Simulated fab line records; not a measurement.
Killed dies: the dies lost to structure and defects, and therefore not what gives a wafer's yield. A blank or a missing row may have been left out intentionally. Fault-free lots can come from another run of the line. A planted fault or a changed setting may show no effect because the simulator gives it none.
One fault seen from 3 desks || flow n5 finfet || each desk has only its own numbers; what lay behind them comes last
Where a reading is given only as a bound, like >300, the bound stands for it, and a mean or a difference that rests on one is marked > or <: the true number lies beyond.

FROM THE METROLOGY DESK
What the gauges read, lot by lot, whatever tool the lot ran on: means of the sampled wafers that have a number. Marked OUT: a lot whose mean sits more than 4 standard deviations from the usual mean, which makes it out of limits; the brackets give that distance.
Columns: A = M14_THK at N5_BEOL_M14_THK_MEAS_50, usual 561 nm; B = M14_RS at N5_BEOL_M14_RS_MEAS_54, usual 0.0332 ohm/sq; C = M15_ILD_THK at N5_BEOL_M15_THK_MEAS_01, usual 1626 nm; D = cd nm at N5_BEOL_M15_CD_MEAS_10, usual 360.1 nm; E = V14_OVL at N5_BEOL_M15_OVL_MEAS_11, usual 0 nm
{"lot": "L259", "first seen here": "day 15 22:59", "A": 564, "B": 0.0332, "C": 1623, "D": 360.0, "E": -6}
{"lot": "L265", "first seen here": "day 17 02:01", "A": 550, "B": 0.0339, "C": 1613, "D": 359.2, "E": -3}
{"lot": "L268", "first seen here": "day 18 02:40", "A": 550, "B": 0.0338, "C": 1607, "D": 360.2, "E": 0}
{"lot": "L267", "first seen here": "day 18 03:13", "A": 580, "B": 0.0332, "C": 1624, "D": 358.3, "E": 6}
{"lot": "L271", "first seen here": "day 18 11:41", "A": 571, "B": 0.0333, "C": 1617, "D": 359.8, "E": -1}
This desk's finding: nothing out of limits on any of the 5 lots.

AT THE TOOL OWNER'S DESK: pecvd-02
The tool's own readings at N5_BEOL_M15_ILD_DEP_00 (deposits SiO2 from TEOS/O2, target thk 1629.3 nm, time 346.1 s): means of the sampled wafers that have a number, for each lot that ran on this tool. Marked OUT: a lot whose mean sits more than 4 standard deviations from the usual mean, which makes it out of limits; the brackets give that distance.
Columns: A = heater power w at N5_BEOL_M15_ILD_DEP_00, usual 642 W; B = rf fwd power W at N5_BEOL_M15_ILD_DEP_00, usual 898.1 W; C = showerhead plenum p Torr at N5_BEOL_M15_ILD_DEP_00, usual 8.36 Torr; D = throttle valve pct at N5_BEOL_M15_ILD_DEP_00, usual 18.5 %
{"lot": "L259", "first seen here": "day 15 23:10", "A": 567, "B": 900.4, "C": 8.32, "D": 18.5}
{"lot": "L271", "first seen here": "day 18 11:53", "A": 520, "B": 897.3, "C": 8.34, "D": 18.7}
This desk's finding: nothing out of limits on any of the 2 lots.

THE DEFECT DESK
Inspection counts along the route, by lot: the mean over sampled wafers that carry a number. Marked OUT: a lot whose mean sits more than 4 standard deviations from the usual mean, which makes it out of limits; the brackets give that distance.
Columns: A = raw defect count at N5_BEOL_M14_INSPECT_55, usual 77; B = raw defect count at N5_BEOL_M15_INSPECT_12, usual 2.2
{"lot": "L259", "first seen here": "day 15 23:08", "A": 94, "B": ">201 (+99 or more) OUT"}
{"lot": "L265", "first seen here": "day 17 02:11", "A": 51, "B": 2.3}
{"lot": "L268", "first seen here": "day 18 02:50", "A": 82, "B": 2.0}
{"lot": "L267", "first seen here": "day 18 03:22", "A": 53, "B": 2.0}
{"lot": "L271", "first seen here": "day 18 11:51", "A": 47, "B": 2.7}
This desk's verdict: out of limits on L259, starting with L259 at day 15 23:55 (raw defect count at N5_BEOL_M15_INSPECT_12). L265, L268, L267, L271: within limits.

ALL TOGETHER
The defect desk could have raised an alarm at day 15 23:55, on L259.
At the metrology desk, nothing out of limits was observed.
The tool owner's desk saw nothing out of limits.
The metrology desk holds a record of L259, inside its limits.
On record at the tool owner's desk: L259, within its limits.
Every lot named ran N5_BEOL_M15_ILD_DEP_00 on pecvd-02.

WHAT THE SIMULATOR HAD PUT IN
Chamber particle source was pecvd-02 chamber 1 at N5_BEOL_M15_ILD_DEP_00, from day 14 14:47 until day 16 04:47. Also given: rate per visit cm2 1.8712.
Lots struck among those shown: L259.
Hours from the fault's start to each desk's first reading out of limits: the defect desk, 33.
